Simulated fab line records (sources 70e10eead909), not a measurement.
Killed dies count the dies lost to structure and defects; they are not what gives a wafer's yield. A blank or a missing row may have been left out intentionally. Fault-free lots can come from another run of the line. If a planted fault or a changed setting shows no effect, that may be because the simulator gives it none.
Which tool is to blame?	flow nand harc	Sampling: 24 lots, 72 wafers, 2 of 1302 route steps

WHAT THE GAUGES READ, wafer by wafer
NHARC_A_ONON_D2_THK_MEAS_21: measures by ellipsometry. Usual: thk nm 1001 nm, standard deviation 11.
lot	measured	on	thk nm (nm)	flag
L075	day 12 23:35	film metro-01	1010 1008 1008	
L074	day 12 23:35	film metro-02	1002 1002 1003	
L076	day 14 00:14	film metro-02	1003 1005 1004	
L077	day 14 00:16	film metro-01	990 996 992	
L078	day 14 04:25	film metro-02	989 990 987	
L079	day 14 21:34	film metro-02	1007 1008 1008	
L080	day 14 21:35	film metro-01	1025 1025 1024	
L081	day 15 15:07	film metro-02	989 988 987	
L082	day 16 07:23	film metro-01	987 988 987	
L083	day 16 23:02	film metro-01	1009 1005 1008	
L084	day 16 23:03	film metro-01	993 993 994	
L086	day 17 20:35	film metro-02	1013 1015 1012	
L085	day 17 20:35	film metro-02	1003 1005 1003	
L087	day 18 22:26	film metro-02	1005 1006 1006	
L088	day 19 03:55	film metro-01	987 985 988	
L089	day 19 03:55	film metro-02	999 999 1000	
L090	day 19 21:58	film metro-02	971 974 975	
L091	day 20 04:41	film metro-01	999 998 1001	
L092	day 20 04:49	film metro-01	1000 1000 1000	
L093	day 20 05:03	film metro-01	1014 1013 1014	
L094	day 21 15:00	film metro-01	992 990 991	
L095	day 22 03:02	film metro-01	1014 1013 1013	
L096	day 22 13:44	film metro-02	1009 1010 1009	
L097	day 22 13:44	film metro-01	1004 1005 1005	

WHAT TOOL EACH LOT RAN ON (gives the tool, then ch and the chambers of the sampled wafers, and finally the start)
lot	NHARC_A_CHANNEL_FILL_D1_ALD_25
L075	ald hk-02 ch 0,2, day 10 13:32
L074	ald hk-04 ch 0,1, day 10 14:24
L076	ald hk-03 ch 0,1,2, day 11 12:08
L077	ald hk-02 ch 0,2,3, day 11 13:45
L078	ald hk-03 ch 0,2, day 11 20:38
L079	ald hk-02 ch 2,3, day 12 11:01
L080	ald hk-04 ch 0,1,3, day 12 12:50
L081	ald hk-04 ch 1,3, day 13 07:12
L082	ald hk-02 ch 1,2,3, day 13 20:22
L083	ald hk-02 ch 1,2, day 14 09:04
L084	ald hk-03 ch 0,2,3, day 14 17:41
L086	ald hk-02 ch 1,2,3, day 15 04:05
L085	ald hk-03 ch 0,1,3, day 15 04:23
L087	ald hk-02 ch 2,3, day 16 13:10
L088	ald hk-02 ch 1,2,3, day 16 20:09
L089	ald hk-03 ch 0,1,3, day 16 21:22
L090	ald hk-02 ch 1,3, day 17 08:45
L091	ald hk-02 ch 0,1, day 17 16:57
L092	ald hk-04 ch 1,2,3, day 17 16:57
L093	ald hk-04 ch 1,3, day 18 00:10
L094	ald hk-03 ch 1,2,3, day 19 04:47
L095	ald hk-04 ch 0,2,3, day 19 14:11
L096	ald hk-02 ch 0,3, day 19 21:19
L097	ald hk-02 ch 0,1,3, day 20 03:55
- NHARC_A_CHANNEL_FILL_D1_ALD_25: deposits SiOx, target thk 60 nm, pulse time 10 s, ald cycles 600.

WHAT THE TOOLS THEMSELVES READ (means of the sampled wafers that have a number; where no wafer has one, the mark that the record gives instead)
NHARC_A_CHANNEL_FILL_D1_ALD_25. Usual: heater power outer w 263 W, standard deviation 38; heater power w 467 W, standard deviation 50; precursor pulse height rel 0.999, standard deviation 0.02.
lot	tool	heater power outer w (W)	heater power w (W)	precursor pulse height rel	flag
L075	ald hk-02	280	499	0.987	
L074	ald hk-04	270	480	0.988	
L076	ald hk-03	270	468	1.015	
L077	ald hk-02	259	474	0.999	
L078	ald hk-03	263	461	0.989	
L079	ald hk-02	217	421	0.997	
L080	ald hk-04	264	463	0.992	
L081	ald hk-04	249	457	0.987	
L082	ald hk-02	247	450	0.988	
L083	ald hk-02	222	436	1.017	
L084	ald hk-03	245	438	0.996	
L086	ald hk-02	246	462	0.994	
L085	ald hk-03	256	448	0.995	
L087	ald hk-02	249	453	0.996	
L088	ald hk-02	249	456	0.985	
L089	ald hk-03	256	443	1.025	
L090	ald hk-02	274	497	1.009	
L091	ald hk-02	313	542	0.990	
L092	ald hk-04	257	469	1.001	
L093	ald hk-04	255	475	1.007	
L094	ald hk-03	254	448	0.994	
L095	ald hk-04	269	458	0.990	
L096	ald hk-02	297	511	1.001	
L097	ald hk-02	294	515	1.006	

THE ANSWER, worked out from the rows above alone
Rule: a lot is off if the mean of its wafers that have a number lies more than 3 standard deviations from the usual mean. A lot without any number at a reading at which 4 lots or more have one is off too. Any other lot the step has rows for is counted as sound. First the gauges in route order, then the tools' own readings, where a lot's mean is used as printed above. At the first step where some lot is off, the reading lying furthest off is the one used; lots without a number count as furthest.
No lot is off at any reading shown: from this, nothing can be told.

WHAT THE SIMULATOR HAD INSERTED
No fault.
